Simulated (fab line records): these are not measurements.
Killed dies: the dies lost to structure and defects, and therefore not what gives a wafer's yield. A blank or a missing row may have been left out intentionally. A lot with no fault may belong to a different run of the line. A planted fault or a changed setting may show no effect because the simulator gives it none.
A struck lot beside a sound one -- flow n5_finfet -- 15 out of 1938 route steps
Sound: the wafers L534.1, L534.2, L534.5. Struck: wafer L541.4; the same lot's L541.1 was not struck, so it is left out; see the end for the cause.
Each step with rows lists, per side, the tool, then ch with its chambers, then its first start. Under that, the readings that differ: sound wafers -- struck wafers -- difference of the means -- sigmas: that difference in standard deviations of wafers without a fault.
alike: readings with means less than 2 such deviations apart, plus words and numbers identical on both sides. not compared: withheld readings, readings lacking a value on some wafer, bounds such as >300 that could conceal the same value, and numbers that have no deviation in the record and whose values overlap.
The two part at a step that has a row with sigmas, a row that says differs or no value, or rows on one side only. When numbers do not overlap yet have no deviation, they are printed without sigmas and do not part them. Lack of a reading on every wafer of one side parts them only where that side has two or more wafers.

first, 1 step without rows for these wafers: N5_BEOL_M0_SPUTTER_132 (material Cu, target thk 4 nm, time 7.37 s).
N5_BEOL_M0_ANNEAL_133: time 60 s.
  struck on pvd_sputter-03, day 8 07:16; sound on pvd_sputter-01, day 6 17:02
  alike: heater_power_w, susceptor_temp_C
N5_BEOL_M0_SPUTTER_134: material Cu, target thk 4 nm, time 7.37 s.
  struck on pvd_sputter-03, day 8 07:19; sound on pvd_sputter-01, day 6 17:04
  alike: susceptor_temp_C, throttle_valve_pct
N5_BEOL_M0_ANNEAL_135: time 60 s.
  struck on pvd_sputter-03, day 8 07:23; sound on pvd_sputter-01, day 6 17:09
  alike: heater_power_w, susceptor_temp_C
then, 4 steps without rows for these wafers: N5_BEOL_M0_SPUTTER_141 (material Cu, target thk 4 nm, time 7.37 s); N5_BEOL_M0_ECD_118 (material Cu, target thk 300 nm); N5_BEOL_M0_ANNEAL_119 (time 90 s); N5_BEOL_M0_CMP_120 (polishes, stops on SiOC, t overpolish 6.9 s).
N5_BEOL_M0_PRE_CLEAN_131: time 15 s.
  sound on cvd_co-02 ch 0,2, day 6 18:07; struck on cvd_co-01 ch 2, day 8 08:17
  alike: heater_power_w
  not compared: susceptor_temp_C
N5_BEOL_M0_CO_CAP_123: material Co, precursor CCTBA/H2, target thk 2 nm, time 102.1 s.
  sound on cvd_co-02 ch 0,2, day 6 18:09; struck on cvd_co-01 ch 2, day 8 08:20
  alike: heater_power_w, susceptor_temp_C
then, 1 step without rows for these wafers: N5_BEOL_M0_PRE_CLEAN_124 (time 15 s).
N5_BEOL_M0_DEP_125: deposits SiCN from 3MS/NH3, target thk 8 nm, time 14 s.
  sound on pecvd-03 ch 1,2, day 6 18:16; struck on pecvd-03 ch 0, day 8 08:27
reading,sound,struck,difference,sigmas
model.SiCN_of_BEOL_M0_DEP_125.thk_nm (nm),8 8 8.2,9.2,+1.1,
  alike: showerhead_plenum_p_Torr, showerhead_vpp_V, throttle_valve_pct
N5_BEOL_M0_RS_MEAS_126: uses a four-point probe to measure.
  struck on film_metro-01, day 8 08:31; sound on film_metro-01, day 6 18:20
  alike: M0_RS
N5_BEOL_M4_RC_MEAS_101:
  sound on prober-02 ch 0, day 8 17:53; struck on prober-02 ch 0, day 10 02:36
reading,sound,struck,difference,sigmas
ION_P (uA/um),451 464 456,476,+19,+3
  alike: DIBL_N, DIBL_P, IOFF_N, IOFF_P, ION_N, SS_N, SS_P, VT_N, VT_P
-- record jumps: 4 days separate the struck wafers' starts on either side; left off in module BEOL_M4, taken up again in module PASSIVATION, whose first shown step is the route's number 1936 --
N5_PASSIVATION_PROBE_49:
  struck on prober-02, day 14 09:49; sound on prober-01, day 12 17:53
  alike: defect_limited_yield, killed_at_M0_to_M3, killed_at_M4_up, killed_at_contacts, killed_at_front_end, killed_at_other, killed_dies, killed_on_rim, killed_open, killed_short, sort_bin_5_function, sort_bin_6_memory, sort_n_pass, sort_yield_pct

## WHERE THEY PART
Within this record, at N5_BEOL_M4_RC_MEAS_101 only. Later steps at which nothing parts them and some readings are alike: N5_PASSIVATION_PROBE_49.

WHY: whatever the simulator had introduced
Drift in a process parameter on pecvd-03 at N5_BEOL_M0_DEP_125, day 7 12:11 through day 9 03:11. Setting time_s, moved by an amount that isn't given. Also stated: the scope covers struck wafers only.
